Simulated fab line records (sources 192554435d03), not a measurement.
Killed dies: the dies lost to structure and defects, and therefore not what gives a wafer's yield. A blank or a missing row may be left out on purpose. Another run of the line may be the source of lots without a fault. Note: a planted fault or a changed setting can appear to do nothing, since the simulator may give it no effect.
Problem report in the 8D (eight disciplines) form, filled by code :: flow n5 finfet :: the parts of the form that need people (team, actions taken, sign-off) are left out

== 1. WHAT WENT WRONG ==
Mean of run length s at N5_BEOL_M7_VIA_ETCH_34: 64.4 s across 3 wafers in 3 lots; on wafers with no fault it is 74.0 s (standard deviation 0.35). Measured from the usual mean, that is -27 standard deviations.
The step: etches SiCOH lowk in C4F6/O2, target depth 125.5 nm, time 50.5 s.
First observed at day 13 09:45: wafer L312.3, on rie diel-04. At this step, 25 wafers from 9 lots have a number in the record. Rule for "out" (also "out of limits"): further than 4 standard deviations from the usual mean. Any other wafer with a number is counted as sound.

== 2. WHAT THIS IS AND IS NOT ==
question: which readings at this step
is: run length s
is not: C4F6_flow_sccm, drypump motor current A, oes product au, rf vpp V, showerhead plenum p Torr, throttle valve pct

question: which lots
is: L312, L313, L314
is not: L295, L297, L300, L305, L316, L318

question: which wafers of those lots
is: L312.3, L313.2, L314.2
is not: L312.4, L313.4, L313.6, L314.6

question: read on which tools
is: rie diel-04
is not: rie diel-05

question: when
is: from day 13 09:45
is not: up to then (13 sound wafers); but 9 sound wafers of L313, L314, L316, L318 came after

== 3. SUSPECTS, AND WHAT RULES EACH OUT ==
Counting: any tool at a process step up to the reading remains a suspect provided it ran every lot that is out. Sound lots after the first of them don't rule it out here, since some wafers of a struck lot are sound.
- rie diel-04 at N5_BEOL_M7_VIA_ETCH_34 (etches SiCOH lowk in C4F6/O2, target depth 125.5 nm, time 50.5 s): kept. Every lot that is out went through it, the first being L312 (day 13 09:45); the last sound lot it ran before that was L305 (day 11 17:17). Its own readings are out on those wafers: run length s.
Left after counting: rie diel-04 at N5_BEOL_M7_VIA_ETCH_34.

== 4. THE CAUSE (what the simulator had put in) ==
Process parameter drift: rie diel-04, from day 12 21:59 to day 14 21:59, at N5_BEOL_M7_VIA_ETCH_34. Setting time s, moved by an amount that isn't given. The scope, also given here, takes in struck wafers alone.
Only this tool survived the counting.

== 5. THE EFFECT CHAIN, in route order ==
Rows list readings where the struck wafers' mean (over those with a number) sits beyond 3 standard deviations from the usual. Scope: only readings with a usual standard deviation given in the record; hours: median across lots of the time from each lot's start at the first step in this table that gives one to its start at this step; sigmas: change in usual standard deviations.
hours: 0
step: N5_BEOL_M7_VIA_ETCH_34
reading: run length s
usual: 74.0 s
on struck wafers: 64.4
change: -9.6
sigmas: -27

hours: 79
step: N5_PASSIVATION_PROBE_49
reading: killed_at_M4_up
usual: 14
on struck wafers: 46
change: +32
sigmas: +5.1
The process steps in it:
- N5_BEOL_M7_VIA_ETCH_34: etches SiCOH lowk in C4F6/O2, target depth 125.5 nm, time 50.5 s.
- N5_PASSIVATION_PROBE_49

== 6. WHAT WOULD HAVE CAUGHT IT SOONER ==
First out-of-limits reading in this record: day 13 09:45, which is 12 hours after fault onset at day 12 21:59.
